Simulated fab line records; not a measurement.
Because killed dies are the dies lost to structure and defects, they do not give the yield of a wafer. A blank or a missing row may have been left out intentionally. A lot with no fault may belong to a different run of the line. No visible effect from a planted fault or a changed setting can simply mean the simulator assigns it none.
fab line records	flow n5-finfet
[record] lots = 24	wafers = 72	last-day = 18
route steps=1938 shown BEOL_M9@1404
lots that met no fault: from a run of the same line without faults
start-h: the number of hours between the record's first day and the start of the first shown wafer of the lot	wait-h: hours from the lot's prior step to this one	" the same as in the row above	L1.1+2: a single row standing in for several wafers	- no value present, or no start provided	* or withheld: withheld	< > ~ a bound
route shown NAME@n: names a module that has steps shown in the file, with the first one's number in the route	usual: mean/standard deviation of fault-free wafers	same: alike in all rows	chamber/n: place in a boat	sites: per-site readings	_std_site: the standard deviation of these	_edge_site: the outer-site mean with the inner-site mean subtracted	radius-mm: how far each site lies from the wafer's centre	mask NAME#n: copy n	behind: the most recent tool/chamber to have shaped the wafer	hold: cause of the lot's hold/its duration in hours/its outcome	device: which transistor (n, p or np) failed to switch	end of line: tests run on the same wafers once the route is complete	where a step has no rows: the recipe by itself	killed: count of dies lost to structure and defects at first sort (not the wafer's yield)	map: dies across one wafer; x = killed, . = not, _ = none there
set.NAME: setting as actually run; set.NAME@STEP: the setting as run at that earlier step	model.NAME: the simulator's own value behind a step, which no gauge read
route steps across a sampled set of lots; one table per step, one row per wafer
services: a tool's chamber out of use, with start hour (start-h, from the record's first day; less than 0 if before it), hours out, and reason
[[steps]]
[step N5_BEOL_M9_PECVD_70]
[recipe] material = SiO2	target-thk-a = 200	temp-c = 400	precursor = TEOS/O2	pressure-torr = 5.5	rf-w = 450	teos-flow-sccm = 53.8	gas = O2	flow-sccm = 3000	time-s = 22.7
[usual] heater-power-w = 695/110	showerhead-plenum-p-Torr = 8.81/0.073	throttle-valve-pct = 22.0/0.93
lot.wafer	tool	chamber	start-h	wait-h	heater-power-w	showerhead-plenum-p-Torr	throttle-valve-pct
L074.1	pecvd-03	0	210.27	0.0	821	8.87	22.0
L074.4	"	2	"	"	797	8.67	21.4
L074.6	"	0	"	"	845	8.92	22.3
L075.3	pecvd-04	1	218.41	0.0	624	8.83	20.9
L075.4	"	1	"	"	638	8.84	20.8
L075.5	"	2	"	"	697	8.76	21.5
L076.3	pecvd-03	2	218.89	0.0	698	8.67	21.2
L076.4	"	2	"	"	715	8.69	21.5
L076.6	"	1	"	"	692	8.81	23.8
L077.3	pecvd-03	2	226.33	0.1	792	8.68	21.4
L077.4	"	1	"	"	783	8.81	23.6
L077.6	"	1	"	"	770	8.81	23.4
L078.2	pecvd-01	1	235.85	0.0	562	8.73	21.8
L078.4	"	0	"	"	813	8.86	22.1
L078.6	"	1	"	"	572	8.75	21.9
L079.1	pecvd-03	1	245.97	0.0	752	8.82	23.5
L079.2	"	0	"	"	757	8.89	22.2
L079.4	"	2	"	"	626	8.66	21.4
L081.2	pecvd-03	1	255.98	0.0	770	8.84	23.9
L081.4	"	1	"	"	760	8.83	23.7
L081.6	"	2	"	"	779	8.67	21.6
L080.1	pecvd-04	0	278.09	0.0	489	8.90	22.8
L080.3	"	1	"	"	582	8.80	20.9
L080.6	"	2	"	"	682	8.78	21.7
L083.1	pecvd-04	2	280.44	0.0	613	8.78	21.8
L083.4	"	2	"	"	629	8.75	21.7
L083.5	"	1	"	"	624	8.82	20.6
L082.1	pecvd-04	2	289.54	0.0	758	8.76	21.7
L082.2	"	0	"	"	526	8.90	22.9
L082.6	"	0	"	"	518	8.90	22.7
L085.2	pecvd-01	2	293.78	0.0	793	8.81	20.6
L085.4	"	2	"	"	777	8.82	20.2
L085.5	"	1	"	"	640	8.71	22.0
L087.3	pecvd-04	0	302.13	0.0	566	8.86	22.7
L087.4	"	1	"	"	550	8.79	20.9
L087.6	"	2	"	"	639	8.80	21.9
L086.1	pecvd-03	1	302.28	0.0	810	8.80	23.8
L086.3	"	0	"	"	852	8.91	22.1
L086.5	"	2	"	"	700	8.66	21.8
L084.3	pecvd-03	0	306.86	0.0	839	8.89	22.5
L084.5	"	0	"	"	828	8.88	22.5
L084.6	"	2	"	"	626	8.66	21.6
L089.4	pecvd-04	0	322.26	0.1	494	8.87	22.7
L089.5	"	2	"	"	722	8.79	21.8
L089.6	"	1	"	"	588	8.80	20.7
L088.2	pecvd-04	0	330.99	0.0	573	8.88	23.0
L088.5	"	2	"	"	708	8.78	21.9
L088.6	"	0	"	"	584	8.90	22.7
L091.1	pecvd-01	0	332.23	0.0	803	8.85	22.4
L091.2	"	2	"	"	834	8.84	20.5
L091.3	"	1	"	"	559	8.73	22.0
L094.1	pecvd-03	0	336.70	0.0	883	8.88	22.5
L094.4	"	1	"	"	841	8.82	23.5
L094.6	"	2	"	"	754	8.68	21.9
L090.1	pecvd-04	1	343.24	0.0	628	8.80	21.2
L090.3	"	0	"	"	498	8.90	22.9
L090.5	"	2	"	"	725	8.76	22.2
L096.2	pecvd-01	1	350.50	0.0	512	8.74	21.5
L096.4	"	1	"	"	519	8.71	21.9
L096.6	"	2	"	"	711	8.80	20.5
L092.3	pecvd-01	2	354.74	0.0	693	8.84	20.4
L092.5	"	0	"	"	773	8.84	22.0
L092.6	"	1	"	"	541	8.72	21.4
L093.2	pecvd-04	2	355.65	0.0	712	8.78	21.9
L093.5	"	2	"	"	699	8.79	22.0
L093.6	"	0	"	"	536	8.91	22.8
L095.1	pecvd-03	1	359.82	0.0	790	8.83	23.5
L095.3	"	2	"	"	688	8.69	22.0
L095.4	"	0	"	"	821	8.89	22.2
L097.1	pecvd-01	0	369.48	0.0	797	8.86	22.8
L097.5	"	2	"	"	811	8.85	20.9
L097.6	"	0	"	"	767	8.89	22.5
[step N5_BEOL_M9_OVL_MEAS_12]
[recipe] points-per-wafer = 44
[usual] M9_OVL = -0.2/0.63
lot.wafer	tool	chamber	start-h	wait-h	M9_OVL[nm]
L074.1	overlay-02	0	214.15	0.0	-0.5
L074.4	"	0	"	"	0.1
L074.6	"	0	"	"	0.0
L075.3	overlay-02	0	219.82	0.0	-0.1
L075.4	"	0	"	"	-0.2
L075.5	"	0	"	"	0.4
L076.3	overlay-02	0	219.88	0.0	0.5
L076.4	"	0	"	"	-0.6
L076.6	"	0	"	"	0.2
L077.3	overlay-01	0	228.51	0.0	1.2
L077.4	"	0	"	"	1.2
L077.6	"	0	"	"	0.3
L078.2	overlay-01	0	238.16	0.0	1.2
L078.4	"	0	"	"	0.2
L078.6	"	0	"	"	-0.6
L079.1	overlay-01	0	246.66	0.0	-0.1
L079.2	"	0	"	"	0.9
L079.4	"	0	"	"	0.7
L081.2	overlay-01	0	258.02	0.0	0.6
L081.4	"	0	"	"	-0.6
L081.6	"	0	"	"	0.4
L080.1	overlay-01	0	279.48	0.0	-0.4
L080.3	"	0	"	"	-0.9
L080.6	"	0	"	"	-1.1
L083.1	overlay-01	0	282.45	0.0	-1.2
L083.4	"	0	"	"	-1.1
L083.5	"	0	"	"	-0.1
L082.1	overlay-01	0	291.08	0.0	-0.2
L082.2	"	0	"	"	-0.4
L082.6	"	0	"	"	0.0
L085.2	overlay-02	0	295.11	0.0	0.0
L085.4	"	0	"	"	0.3
L085.5	"	0	"	"	-0.5
L087.3	overlay-02	0	303.52	0.0	-0.3
L087.4	"	0	"	"	-0.9
L087.6	"	0	"	"	-1.0
L086.1	overlay-01	0	303.68	0.0	0.5
L086.3	"	0	"	"	-0.7
L086.5	"	0	"	"	0.0
L084.3	overlay-01	0	308.34	0.0	-0.4
L084.5	"	0	"	"	-0.4
L084.6	"	0	"	"	-0.4
L089.4	overlay-01	0	323.39	0.0	0.0
L089.5	"	0	"	"	0.1
L089.6	"	0	"	"	-1.5
L088.2	overlay-02	0	331.48	0.0	-0.6
L088.5	"	0	"	"	-1.3
L088.6	"	0	"	"	0.0
L091.1	overlay-01	0	334.19	0.0	0.4
L091.2	"	0	"	"	0.1
L091.3	"	0	"	"	1.0
L094.1	overlay-02	0	337.57	0.0	0.0
L094.4	"	0	"	"	0.0
L094.6	"	0	"	"	0.5
L090.1	overlay-02	0	347.25	0.0	-1.7
L090.3	"	0	"	"	-1.4
L090.5	"	0	"	"	-1.3
L096.2	overlay-01	0	351.90	0.0	-1.2
L096.4	"	0	"	"	-0.7
L096.6	"	0	"	"	-0.7
L092.3	overlay-02	0	356.50	0.0	-0.5
L092.5	"	0	"	"	0.1
L092.6	"	0	"	"	0.6
L093.2	overlay-02	0	356.73	0.0	-0.1
L093.5	"	0	"	"	0.0
L093.6	"	0	"	"	0.7
L095.1	overlay-01	0	360.68	0.0	0.5
L095.3	"	0	"	"	-0.4
L095.4	"	0	"	"	0.4
L097.1	overlay-02	0	370.51	0.0	0.1
L097.5	"	0	"	"	-0.7
L097.6	"	0	"	"	-1.3
[step N5_BEOL_M9_STRIP_19]
[recipe] chemistry = O2	power-w = 400	temp-c = 40	pressure-mtorr = 30	rf-frequency-hz = 6e+07	bias-power-w = 0	overash-fraction = 0.2	o2-flow-sccm = 225
[usual] drypump-motor-current-A = 5.9/0.69	oes-product-au = 0.76/0.054	rf-vpp-V = 3.7/0.59	showerhead-plenum-p-Torr = 2.07/0.054	throttle-valve-pct = 16.60/0.2
lot.wafer	tool	chamber	start-h	wait-h	drypump-motor-current-A	oes-product-au	rf-hours-counter-h	rf-vpp-V	showerhead-plenum-p-Torr	throttle-valve-pct
L074.1	rie-diel-03	0	214.94	0.2	6.4	0.81	98	2.9	2.11	16.46
L074.4	"	2	"	"	6.6	0.76	182	3.8	2.02	16.87
L074.6	"	1	"	"	5.3	0.83	-	3.1	2.13	16.21
L075.3	rie-diel-01	3	220.55	0.1	6.4	0.85	50	3.3	2.05	16.57
L075.4	"	0	"	"	5.6	0.79	131	3.8	2.11	16.80
L075.5	"	0	"	"	5.6	0.79	-	3.4	2.11	16.78
L076.3	rie-diel-04	1	220.64	0.1	4.7	0.74	170	3.3	2.18	16.56
L076.4	"	3	"	"	6.7	0.83	73	4.5	2.04	16.55
L076.6	"	2	"	"	6.5	0.88	-	3.1	2.07	16.43
L077.3	rie-diel-04	1	229.04	0.1	4.7	0.73	172	4.1	2.18	16.60
L077.4	"	3	"	"	6.8	0.82	75	2.8	2.04	16.58
L077.6	"	3	"	"	6.8	0.82	-	3.6	2.04	16.57
L078.2	rie-diel-01	1	238.65	0.1	4.9	0.70	213	2.7	1.98	16.74
L078.4	"	0	"	"	5.6	0.79	136	4.4	2.11	16.79
L078.6	"	0	"	"	5.6	0.79	-	4.5	2.11	16.80
L079.1	rie-diel-01	0	247.34	0.1	5.6	0.79	139	4.8	2.11	16.79
L079.2	"	2	"	"	5.2	0.71	183	2.8	2.07	16.37
L079.4	"	1	"	"	4.9	0.70	216	3.6	1.98	16.74
L081.2	rie-diel-03	0	258.62	0.1	6.4	0.78	110	3.3	2.10	16.49
L081.4	"	1	"	"	5.4	0.81	-	3.8	2.13	16.22
L081.6	"	0	"	"	6.4	0.80	-	4.1	2.10	16.48
L080.1	rie-diel-03	1	279.95	0.1	5.3	0.81	72	3.9	2.12	16.24
L080.3	"	0	"	"	6.4	0.79	116	4.7	2.10	16.50
L080.6	"	2	"	"	6.6	0.74	-	4.0	2.01	16.89
L083.1	rie-diel-04	2	282.89	0.1	6.5	0.84	46	3.5	2.06	16.48
L083.4	"	1	"	"	4.7	0.72	188	4.2	2.17	16.62
L083.5	"	3	"	"	6.7	0.80	-	3.2	2.04	16.61
L082.1	rie-diel-01	2	291.82	0.2	5.2	0.69	194	3.8	2.07	16.40
L082.2	"	3	"	"	6.4	0.82	68	3.6	2.04	16.62
L082.6	"	3	"	"	6.4	0.82	-	4.9	2.04	16.61
L085.2	rie-diel-03	3	295.63	0.1	6.5	0.69	232	3.0	2.04	16.66
L085.4	"	2	"	"	6.6	0.73	-	4.3	2.01	16.92
L085.5	"	0	"	"	6.4	0.78	-	3.9	2.10	16.49
L087.3	rie-diel-03	2	303.96	0.1	6.6	0.73	209	4.0	2.01	16.93
L087.4	"	0	"	"	6.4	0.77	-	3.8	2.10	16.52
L087.6	"	2	"	"	6.6	0.74	-	4.0	2.01	16.92
L086.1	rie-diel-01	0	304.14	0.1	5.6	0.78	154	2.7	2.11	16.84
L086.3	"	1	"	"	4.9	0.68	231	5.0	1.98	16.75
L086.5	"	1	"	"	4.9	0.67	-	3.9	1.98	16.78
L084.3	rie-diel-03	0	308.78	0.1	6.4	0.78	125	2.9	2.10	16.52
L084.5	"	2	"	"	6.7	0.73	-	3.3	2.01	16.90
L084.6	"	3	"	"	6.4	0.71	-	2.9	2.04	16.64
L089.4	rie-diel-03	2	323.83	0.1	6.6	0.73	214	3.6	2.01	16.93
L089.5	"	1	"	"	5.4	0.80	-	3.3	2.12	16.24
L089.6	"	0	"	"	6.4	0.77	-	3.7	2.10	16.52
L088.2	rie-diel-04	2	331.92	0.1	6.5	0.82	60	3.2	2.06	16.50
L088.5	"	1	"	"	4.7	0.71	-	4.5	2.17	16.63
L088.6	"	0	"	"	5.4	0.70	-	2.9	2.16	16.73
L091.1	rie-diel-01	0	334.63	0.1	5.6	0.76	161	4.4	2.10	16.84
L091.2	"	1	"	"	4.8	0.68	239	2.9	1.97	16.76
L091.3	"	2	"	"	5.2	0.67	205	2.9	2.06	16.40
L094.1	rie-diel-03	0	338.89	0.2	6.4	0.77	133	3.8	2.09	16.53
L094.4	"	1	"	"	5.3	0.80	85	4.1	2.12	16.27
L094.6	"	1	"	"	5.3	0.79	-	3.4	2.12	16.26
L090.1	rie-diel-03	0	347.69	0.1	6.4	0.77	136	3.4	2.09	16.53
L090.3	"	1	"	"	5.3	0.79	88	3.8	2.12	16.25
L090.5	"	2	"	"	6.6	0.73	-	3.6	2.00	16.96
L096.2	rie-diel-03	3	353.10	0.2	6.4	0.70	247	3.3	2.04	16.69
L096.4	"	2	"	"	6.6	0.72	224	4.4	2.00	16.94
L096.6	"	1	"	"	5.3	0.77	-	3.2	2.12	16.26
L092.3	rie-diel-04	3	357.02	0.1	6.7	0.80	111	3.4	2.03	16.63
L092.5	"	2	"	"	6.4	0.82	-	3.5	2.05	16.52
L092.6	"	3	"	"	6.8	0.79	-	3.9	2.03	16.65
L093.2	rie-diel-01	2	357.48	0.1	5.2	0.68	213	3.5	2.06	16.41
L093.5	"	2	"	"	5.2	0.68	-	4.6	2.06	16.43
L093.6	"	3	"	"	6.4	0.81	-	2.8	2.04	16.62
L095.1	rie-diel-03	2	361.12	0.1	6.6	0.72	226	3.5	2.00	16.94
L095.3	"	1	"	"	5.3	0.79	94	4.9	2.12	16.28
L095.4	"	1	"	"	5.3	0.79	-	2.4	2.12	16.27
L097.1	rie-diel-04	1	370.95	0.1	4.7	0.70	209	3.9	2.17	16.62
L097.5	"	1	"	"	4.7	0.71	-	3.1	2.17	16.65
L097.6	"	2	"	"	6.5	0.82	-	3.0	2.05	16.55
[step N5_BEOL_M9_ETCH_41]
[recipe] chemistry = CH3F/O2	target = SiCN	target-depth-a = 366	taper-deg = 2	time-s = 70.1	ion-energy-ev = 120	mask-material = TiN	pressure-mtorr = 30	source-w = 395	bias-w = 75	Ar_flow_sccm = 150	CH3F_flow_sccm = 30	O2_flow_sccm = 20
[usual] drypump-motor-current-A = 5.8/0.72	oes-product-au = 0.75/0.056	rf-vpp-V = 296.9/1.4	showerhead-plenum-p-Torr = 1.98/0.055	throttle-valve-pct = 16.24/0.17
lot.wafer	tool	chamber	start-h	wait-h	drypump-motor-current-A	oes-product-au	rf-hours-counter-h	rf-vpp-V	showerhead-plenum-p-Torr	throttle-valve-pct
L074.1	rie-diel-04	0	-	-	5.4	0.71	199	298.9	2.06	16.26
L074.4	"	1	"	"	4.7	0.74	169	300.7	2.08	16.20
L074.6	"	1	"	"	4.7	0.73	-	297.4	2.08	16.21
L075.3	rie-diel-01	2	-	-	5.2	0.70	176	296.2	2.00	16.09
L075.4	"	1	"	"	4.9	0.70	209	296.7	1.90	16.42
L075.5	"	3	"	"	6.4	0.85	-	296.7	1.96	16.21
L076.3	rie-diel-04	2	-	-	6.5	0.86	28	296.5	1.96	15.98
L076.4	"	3	"	"	6.7	0.83	74	296.6	1.94	16.15
L076.6	"	0	"	"	5.4	0.71	-	299.1	2.06	16.24
L077.3	rie-diel-03	2	-	-	6.6	0.74	187	294.4	1.90	16.41
L077.4	"	0	"	"	6.4	0.79	103	298.7	2.00	16.07
L077.6	"	1	"	"	5.3	0.82	-	298.4	2.03	15.85
L078.2	rie-diel-03	1	-	-	5.3	0.82	60	297.6	2.03	15.86
L078.4	"	3	"	"	6.4	0.72	218	296.3	1.96	16.34
L078.6	"	2	"	"	6.6	0.74	-	295.5	1.90	16.40
L079.1	rie-diel-01	2	-	-	5.2	0.70	183	297.1	2.00	16.13
L079.2	"	1	"	"	4.9	0.69	216	295.3	1.90	16.42
L079.4	"	3	"	"	6.4	0.84	57	296.9	1.95	16.21
L081.2	rie-diel-04	3	-	-	6.8	0.81	85	295.6	1.94	16.19
L081.4	"	2	"	"	6.5	0.85	39	297.4	1.95	16.00
L081.6	"	3	"	"	6.7	0.81	-	296.7	1.93	16.18
L080.1	rie-diel-01	1	-	-	4.9	0.67	226	296.2	1.90	16.43
L080.3	"	0	"	"	5.6	0.78	149	298.3	2.01	16.48
L080.6	"	2	"	"	5.2	0.69	-	296.9	1.99	16.14
L083.1	rie-diel-03	2	-	-	6.6	0.73	203	296.3	1.90	16.46
L083.4	"	1	"	"	5.4	0.81	73	298.6	2.03	15.88
L083.5	"	0	"	"	6.4	0.77	-	297.4	1.99	16.11
L082.1	rie-diel-04	3	-	-	6.8	0.80	95	296.1	1.93	16.19
L082.2	"	2	"	"	6.5	0.82	49	297.2	1.95	16.02
L082.6	"	2	"	"	6.5	0.83	-	295.9	1.95	16.02
L085.2	rie-diel-01	0	-	-	5.6	0.77	152	296.9	2.01	16.50
L085.4	"	1	"	"	4.9	0.67	229	294.4	1.89	16.45
L085.5	"	1	"	"	4.9	0.67	-	295.3	1.89	16.46
L086.1	rie-diel-04	1	-	-	4.7	0.72	194	299.8	2.07	16.24
L086.3	"	2	"	"	6.5	0.83	52	295.1	1.95	16.03
L086.5	"	0	"	"	5.4	0.69	-	297.3	2.05	16.30
L087.3	rie-diel-01	1	-	-	4.9	0.67	231	293.9	1.89	16.45
L087.4	"	3	"	"	6.4	0.82	72	296.0	1.95	16.26
L087.6	"	0	"	"	5.6	0.78	-	298.2	2.01	16.49
L084.3	rie-diel-04	3	-	-	6.8	0.79	99	296.8	1.93	16.21
L084.5	"	1	"	"	4.7	0.71	-	300.0	2.07	16.26
L084.6	"	2	"	"	6.5	0.83	-	295.7	1.95	16.04
L089.4	rie-diel-04	3	-	-	6.7	0.79	104	297.8	1.93	16.21
L089.5	"	2	"	"	6.5	0.81	-	296.7	1.95	16.05
L089.6	"	3	"	"	6.8	0.78	-	296.4	1.93	16.21
L088.2	rie-diel-03	0	-	-	6.4	0.76	131	296.3	1.99	16.13
L088.5	"	2	"	"	6.6	0.72	-	295.1	1.89	16.48
L088.6	"	0	"	"	6.4	0.76	-	297.4	1.99	16.13
L091.1	rie-diel-01	1	-	-	4.9	0.67	239	295.6	1.89	16.47
L091.2	"	0	"	"	5.6	0.76	162	297.4	2.01	16.51
L091.3	"	3	"	"	6.4	0.80	79	296.6	1.95	16.28
L094.1	rie-diel-03	2	-	-	6.6	0.72	219	293.8	1.89	16.47
L094.4	"	3	"	"	6.5	0.70	243	295.5	1.95	16.39
L094.6	"	1	"	"	5.2	0.78	-	297.6	2.02	15.91
L090.1	rie-diel-01	2	-	-	5.2	0.68	211	296.5	1.99	16.18
L090.3	"	0	"	"	5.6	0.76	167	296.1	2.01	16.51
L090.5	"	0	"	"	5.6	0.75	-	296.8	2.01	16.54
L096.2	rie-diel-01	1	-	-	4.9	0.66	247	295.3	1.89	16.49
L096.4	"	2	"	"	5.2	0.68	213	295.9	1.99	16.18
L096.6	"	3	"	"	6.4	0.80	-	296.6	1.95	16.30
L093.2	rie-diel-03	0	-	-	6.4	0.74	141	297.9	1.99	16.15
L093.5	"	0	"	"	6.4	0.75	-	297.3	1.99	16.15
L093.6	"	3	"	"	6.5	0.69	-	296.1	1.95	16.40
L092.3	rie-diel-04	0	-	-	5.4	0.68	235	297.9	2.05	16.33
L092.5	"	3	"	"	6.7	0.77	-	295.5	1.93	16.24
L092.6	"	0	"	"	5.4	0.68	-	298.9	2.05	16.31
L095.1	rie-diel-04	0	-	-	5.3	0.69	236	298.5	2.05	16.32
L095.3	"	1	"	"	4.7	0.71	207	298.9	2.06	16.28
L095.4	"	3	"	"	6.7	0.78	113	295.3	1.93	16.22
L097.1	rie-diel-04	3	-	-	6.7	0.78	115	296.6	1.92	16.24
L097.5	"	3	"	"	6.8	0.78	-	295.0	1.93	16.24
L097.6	"	0	"	"	5.3	0.69	-	298.8	2.04	16.32
[step N5_BEOL_M9_CD_MEAS_35]
[recipe] target-cd-nm = 70	target-cd-y-nm = 40	polarity = opening
[usual] cd-nm = 69.6/0.6
lot.wafer	tool	chamber	start-h	wait-h	cd-nm
L074.1	cd-sem-02	-	216.43	0.0	68.2
L074.4	"	-	"	"	68.6
L074.6	"	-	"	"	69.5
L075.3	cd-sem-02	-	223.49	0.0	70.1
L075.4	"	-	"	"	70.3
L075.5	"	-	"	"	71.2
L076.3	cd-sem-01	-	224.07	0.0	69.5
L076.4	"	-	"	"	69.5
L076.6	"	-	"	"	69.2
L077.3	cd-sem-01	-	232.25	0.0	69.4
L077.4	"	-	"	"	69.3
L077.6	"	-	"	"	69.2
L078.2	cd-sem-02	-	242.23	0.0	70.4
L078.4	"	-	"	"	68.8
L078.6	"	-	"	"	69.9
L079.1	cd-sem-02	-	250.10	0.0	69.3
L079.2	"	-	"	"	70.3
L079.4	"	-	"	"	70.1
L081.2	cd-sem-01	-	260.11	0.0	70.0
L081.4	"	-	"	"	68.4
L081.6	"	-	"	"	69.4
L080.1	cd-sem-03	-	282.47	0.0	69.6
L080.3	"	-	"	"	68.5
L080.6	"	-	"	"	69.5
L083.1	cd-sem-03	-	284.12	0.0	69.7
L083.4	"	-	"	"	70.1
L083.5	"	-	"	"	69.7
L082.1	cd-sem-01	-	294.17	0.0	69.7
L082.2	"	-	"	"	69.1
L082.6	"	-	"	"	69.1
L085.2	cd-sem-03	-	298.36	0.0	70.9
L085.4	"	-	"	"	70.6
L085.5	"	-	"	"	70.4
L086.1	cd-sem-03	-	307.47	0.0	69.1
L086.3	"	-	"	"	69.1
L086.5	"	-	"	"	69.1
L087.3	cd-sem-03	-	307.53	0.0	71.2
L087.4	"	-	"	"	69.8
L087.6	"	-	"	"	70.9
L084.3	cd-sem-01	-	312.83	0.0	69.2
L084.5	"	-	"	"	70.1
L084.6	"	-	"	"	69.6
L089.4	cd-sem-03	-	326.90	0.0	69.6
L089.5	"	-	"	"	69.7
L089.6	"	-	"	"	69.6
L088.2	cd-sem-01	-	333.75	0.0	70.4
L088.5	"	-	"	"	69.6
L088.6	"	-	"	"	69.1
L091.1	cd-sem-03	-	336.02	0.0	69.9
L091.2	"	-	"	"	69.6
L091.3	"	-	"	"	68.9
L094.1	cd-sem-01	-	340.30	0.0	69.0
L094.4	"	-	"	"	69.2
L094.6	"	-	"	"	69.7
L090.1	cd-sem-02	-	351.72	0.0	70.0
L090.3	"	-	"	"	69.7
L090.5	"	-	"	"	70.5
L096.2	cd-sem-03	-	357.37	0.0	69.4
L096.4	"	-	"	"	69.6
L096.6	"	-	"	"	69.8
L093.2	cd-sem-02	-	359.51	0.0	69.9
L093.5	"	-	"	"	68.8
L093.6	"	-	"	"	69.1
L092.3	cd-sem-01	-	359.55	0.0	69.4
L092.5	"	-	"	"	69.6
L092.6	"	-	"	"	69.0
L095.1	cd-sem-03	-	365.63	0.0	69.3
L095.3	"	-	"	"	69.2
L095.4	"	-	"	"	69.0
L097.1	cd-sem-03	-	373.22	0.0	69.5
L097.5	"	-	"	"	68.6
L097.6	"	-	"	"	69.1
[step N5_BEOL_M9_CURE_72]
[recipe] temp-c = 370	time-s = 120	ambient = DMADMS/He	material = SiCOH_lowk
[usual] lamp-power-pct = 52.31/0.058	wafer_temp_C_max = 372.0/0.71
lot.wafer	tool	chamber	start-h	wait-h	lamp-power-pct	wafer_temp_C_max
L074.1	uv-cure-02	1	216.47	0.0	52.33	372.6
L074.4	"	1	"	"	52.27	372.5
L074.6	"	1	"	"	52.32	372.3
L075.3	uv-cure-02	1	223.63	0.1	52.32	372.7
L075.4	"	1	"	"	52.34	371.4
L075.5	"	1	"	"	52.34	371.6
L076.3	uv-cure-01	0	224.21	0.1	52.43	371.5
L076.4	"	0	"	"	52.43	372.3
L076.6	"	0	"	"	52.37	371.4
L077.3	uv-cure-01	2	232.49	0.2	52.20	372.2
L077.4	"	2	"	"	52.28	371.6
L077.6	"	2	"	"	52.30	373.0
L078.2	uv-cure-01	2	242.37	0.1	52.27	372.6
L078.4	"	2	"	"	52.42	372.9
L078.6	"	2	"	"	52.19	372.4
L079.1	uv-cure-03	2	250.15	0.0	52.38	372.5
L079.2	"	2	"	"	52.33	372.6
L079.4	"	2	"	"	52.29	371.7
L081.2	uv-cure-01	2	260.20	0.1	52.31	372.2
L081.4	"	2	"	"	52.31	372.8
L081.6	"	2	"	"	52.31	371.9
L080.1	uv-cure-01	0	282.52	0.0	52.20	371.6
L080.3	"	0	"	"	52.25	372.4
L080.6	"	0	"	"	52.42	372.0
L083.1	uv-cure-01	2	284.16	0.0	52.32	372.9
L083.4	"	2	"	"	52.37	371.8
L083.5	"	2	"	"	52.32	373.5
L082.1	uv-cure-01	2	294.25	0.1	52.29	373.0
L082.2	"	2	"	"	52.34	372.6
L082.6	"	2	"	"	52.40	373.0
L085.2	uv-cure-02	0	298.45	0.1	52.23	371.5
L085.4	"	0	"	"	52.28	372.1
L085.5	"	0	"	"	52.37	371.9
L086.1	uv-cure-03	1	307.51	0.0	52.29	371.0
L086.3	"	1	"	"	52.22	371.1
L086.5	"	1	"	"	52.36	371.2
L087.3	uv-cure-01	1	307.67	0.1	52.26	371.5
L087.4	"	1	"	"	52.32	371.9
L087.6	"	1	"	"	52.36	371.6
L084.3	uv-cure-03	0	312.97	0.1	52.34	371.4
L084.5	"	0	"	"	52.20	371.0
L084.6	"	0	"	"	52.38	371.6
L089.4	uv-cure-03	0	327.09	0.2	52.44	370.9
L089.5	"	0	"	"	52.28	370.9
L089.6	"	0	"	"	52.23	370.9
L088.2	uv-cure-01	0	333.99	0.2	52.27	372.3
L088.5	"	0	"	"	52.26	372.0
L088.6	"	0	"	"	52.37	372.2
L091.1	uv-cure-01	1	336.06	0.0	52.36	371.3
L091.2	"	1	"	"	52.27	371.3
L091.3	"	1	"	"	52.30	371.3
L094.1	uv-cure-01	1	340.34	0.0	52.34	371.2
L094.4	"	1	"	"	52.29	371.3
L094.6	"	1	"	"	52.26	371.1
L090.1	uv-cure-02	1	351.81	0.1	52.26	371.3
L090.3	"	1	"	"	52.23	371.5
L090.5	"	1	"	"	52.22	371.5
L096.2	uv-cure-03	2	357.46	0.1	52.33	372.5
L096.4	"	2	"	"	52.33	373.3
L096.6	"	2	"	"	52.34	373.1
L093.2	uv-cure-02	1	359.65	0.1	52.35	372.5
L093.5	"	1	"	"	52.32	371.5
L093.6	"	1	"	"	52.22	371.2
L092.3	uv-cure-03	2	359.85	0.3	52.22	373.7
L092.5	"	2	"	"	52.25	372.8
L092.6	"	2	"	"	52.24	372.1
L095.1	uv-cure-03	0	365.67	0.0	52.38	371.1
L095.3	"	0	"	"	52.38	371.5
L095.4	"	0	"	"	52.32	371.3
L097.1	uv-cure-02	2	373.26	0.0	52.17	371.5
L097.5	"	2	"	"	52.31	371.2
L097.6	"	2	"	"	52.18	372.0
[[services]]
tool	chamber	start-h	hours	kind
pecvd-01	-	190.66	14.6	pm
rie-diel-01	0	192.03	15.2	repair
rie-diel-01	3	199.51	13.7	repair
rie-diel-01	1	203.97	4.9	repair
uv-cure-01	-	211.12	6.1	repair
pecvd-03	0	222.15	4.3	repair
uv-cure-02	-	225.19	7.1	pm
rie-diel-01	3	233.71	4.6	repair
rie-diel-03	-	247.81	0.9	repair
pecvd-03	-	250.63	0.8	pm
uv-cure-03	-	259.13	9.8	repair
pecvd-04	0	281.77	3.5	repair
rie-diel-03	1	292.57	11.4	repair
uv-cure-01	-	296.42	5.3	repair
pecvd-04	-	299.57	1.2	repair
uv-cure-02	-	307.08	2.8	pm
rie-diel-04	-	307.34	1.1	repair
rie-diel-03	3	329.30	4.3	repair
rie-diel-04	3	332.64	7.5	repair
rie-diel-04	0	334.08	6.7	repair
uv-cure-01	-	338.91	1.0	pm
pecvd-03	-	346.25	0.7	repair
rie-diel-03	3	348.00	1.3	repair
pecvd-04	-	366.38	0.9	repair
[[key]]
fault none
